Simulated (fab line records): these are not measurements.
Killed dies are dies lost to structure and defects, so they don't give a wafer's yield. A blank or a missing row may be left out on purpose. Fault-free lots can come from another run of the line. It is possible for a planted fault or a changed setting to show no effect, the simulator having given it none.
Which tool was responsible?	flow n5Finfet	at 1 step of a route of 1938, 22 lots with 66 wafers sampled

## WHAT EACH GAUGE READ, for each wafer
N5_BEOL_M9_THK_MEAS_01.
lot	measured	on	M9_ILD_THK (nm)
L075	day 10 02:32	filmMetro-01	267 265 271
L074	day 10 19:34	filmMetro-01	269 267 275
L077	day 11 02:44	filmMetro-01	269 273 268
L076	day 11 05:44	filmMetro-01	268 272 273
L078	day 11 12:27	filmMetro-01	269 267 267
L079	day 12 05:55	filmMetro-02	275 273 268
L082	day 12 10:32	filmMetro-02	272 267 270
L081	day 12 15:02	filmMetro-02	270 269 272
L080	day 13 00:39	filmMetro-02	270 271 274
L083	day 13 00:54	filmMetro-02	265 270 272
L084	day 13 01:46	filmMetro-02	264 265 265
L085	day 13 05:03	filmMetro-02	268 264 263
L086	day 13 10:37	filmMetro-01	267 266 275
L087	day 14 13:22	filmMetro-02	265 267 271
L091	day 14 15:19	filmMetro-01	271 270 276
L089	day 14 22:37	filmMetro-01	267 270 272
L090	day 15 15:40	filmMetro-02	272 270 272
L093	day 16 00:48	filmMetro-02	261 266 264
L094	day 16 20:43	filmMetro-02	268 263 263
L096	day 16 23:19	filmMetro-02	268 268 267
L095	day 16 23:24	filmMetro-01	268 273 271
L097	day 17 00:17	filmMetro-01	260 268 270

## EACH LOT AND THE TOOL THAT RAN IT (in order: tool; ch and the chambers of the sampled wafers; start)
Record: no process step prior to these readings.

## WHAT THE TOOLS THEMSELVES READ (means of the sampled wafers that have a number; where no wafer has one, the mark that the record gives instead)
The record holds no such reading with a usual standard deviation.

## THE ANSWER, worked out from the rows above alone
Rule: usual is defined by the lots themselves. The widest of any qualifying gaps counts: lots, ordered by their means at a reading, are off when they make up no more than a third of the lots, leave a main group of 4 or more, and stand apart from it by 3 or more times the standard deviation of that group's means. The tables above print the reading to a certain number of digits; a main group whose means all agree to those digits is not used. A lot without any number at a reading at which 4 lots or more have one is off too. Any other lot the step has rows for is counted as sound. First the gauges in route order, then the tools' own readings, where a lot's mean is used as printed above. At the first step where some lot is off, the reading lying furthest off is the one used; lots without a number count as furthest.
No lot is off at any reading shown: from this, nothing can be told.

## WHAT THE SIMULATOR PUT IN
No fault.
